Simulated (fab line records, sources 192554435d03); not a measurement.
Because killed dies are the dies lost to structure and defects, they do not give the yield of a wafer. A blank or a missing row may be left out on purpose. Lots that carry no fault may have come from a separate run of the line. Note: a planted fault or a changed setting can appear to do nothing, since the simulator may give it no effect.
Problem report in the 8D (eight disciplines) form, filled by code / flow n5_finfet / the parts of the form that need people (team, actions taken, sign-off) are left out

== 1. PROBLEM STATEMENT ==
Wafers without a fault read 0.80 a.u., standard deviation 0.093; oes_product_au at N5_BEOL_M11_VIA_ETCH_34 reads a mean of 0.31 a.u. on 3 wafers belonging to 3 lots. That puts it -5.3 standard deviations away from the usual mean.
The step: etches SiCOH lowk in C4F6/O2, target depth 184.5 nm, time 69.2 s.
First observed at day 13 06:28: wafer L912.5, on rie_diel-03. The record has a number at this step for 19 wafers belonging to 7 lots. Rule for "out" (also "out of limits"): further than 4 standard deviations from the usual mean. The rest of the wafers with a number are treated as sound.

== 2. WHAT THIS IS AND IS NOT ==
question=which readings at this step | is=oes_product_au | is not=O2_flow_sccm, drypump_motor_current_A, oes_ar_750_au, oes_o_777_au, rf_fwd_power_W, rf_vpp_V, showerhead_plenum_p_Torr
question=which lots | is=L911, L912, L915 | is not=L901, L903, L921, L923
question=which wafers of those lots | is=L911.3, L912.5, L915.3 | is not=L911.4, L912.2, L912.6, L915.1
question=read on which tools | is=rie_diel-02, rie_diel-03 | is not=rie_diel-05
question=when | is=from day 13 06:28 | is not=up to then (8 sound wafers); but 8 sound wafers of L911, L915, L921, L923 came after

== 3. SUSPECTS, AND WHAT RULES EACH OUT ==
Counting: if a tool at a process step up to the reading ran every lot that is out, it stays a suspect. Sound lots after the first of them don't rule it out here, since some wafers of a struck lot are sound.
- pvd_sputter-01 at N5_BEOL_M11_HM_DEP_02 (deposits TiN, target thk 20 nm): kept. Every lot that is out went through it, the first being L911 (day 13 03:35); the last sound lot it ran before that was L901 (day 10 23:13).
Remaining after the count: pvd_sputter-01 at N5_BEOL_M11_HM_DEP_02.

== 4. THE CAUSE (what the simulator had put in) ==
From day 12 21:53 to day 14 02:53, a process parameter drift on pvd_sputter-01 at N5_BEOL_M11_HM_DEP_02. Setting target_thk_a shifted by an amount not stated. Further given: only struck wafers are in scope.
The count eliminated every tool but this one.

== 5. SEQUENCE OF EFFECTS, ordered by route ==
Each row: a reading whose mean over the struck wafers that have a number lies more than 3 standard deviations from the usual. Only readings for which the record gives a usual standard deviation are gone through. hours: the time from each lot's start at the first step in this table that gives one to its start at this step, as a median over the lots. sigmas: the change in usual standard deviations.
hours=0; step=N5_BEOL_M11_VIA_ETCH_34; reading=oes_product_au; usual=0.80 a.u.; on struck wafers=0.31; change=-0.49; sigmas=-5.3
hours=43; step=N5_PASSIVATION_PROBE_49; reading=defect_limited_yield; usual=91.5 %; on struck wafers=0.0; change=-91.5; sigmas=-65
hours=43; step=N5_PASSIVATION_PROBE_49; reading=killed_at_M4_up; usual=13; on struck wafers=1086; change=+1073; sigmas=+99 or more
hours=43; step=N5_PASSIVATION_PROBE_49; reading=killed_dies; usual=100; on struck wafers=1180; change=+1080; sigmas=+68
hours=43; step=N5_PASSIVATION_PROBE_49; reading=killed_on_rim; usual=13; on struck wafers=152; change=+139; sigmas=+35
hours=43; step=N5_PASSIVATION_PROBE_49; reading=sort_bin_5_function; usual=5.0 %; on struck wafers=96.4; change=+91.4; sigmas=+94
hours=43; step=N5_PASSIVATION_PROBE_49; reading=sort_n_pass; usual=1080; on struck wafers=0; change=-1080; sigmas=-68
hours=43; step=N5_PASSIVATION_PROBE_49; reading=sort_yield_pct; usual=91.5 %; on struck wafers=0.0; change=-91.5; sigmas=-65
The process steps in it:
- N5_BEOL_M11_VIA_ETCH_34: etches SiCOH lowk in C4F6/O2, target depth 184.5 nm, time 69.2 s.
- N5_PASSIVATION_PROBE_49
Readings that are blank on the struck wafers while sound wafers have them: trench_depth_nm at N5_BEOL_M11_OCD_MEAS_38; cd_nm at N5_BEOL_M11_CD_MEAS_35.

== 6. WHAT WOULD HAVE CAUGHT IT SOONER ==
In this record the first reading out of limits was taken at day 13 06:28, 9 hours after the fault began at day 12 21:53.
No tool reading at N5_BEOL_M11_HM_DEP_02 that has a usual standard deviation in the record was out on any struck wafer, so an alarm limit of 4 standard deviations on those readings would not have fired.
L915, from the lots that are out (3), started N5_BEOL_M11_HM_DEP_02 on pvd_sputter-01 later than day 13 06:28. A hold on the tool at that time would have spared it.
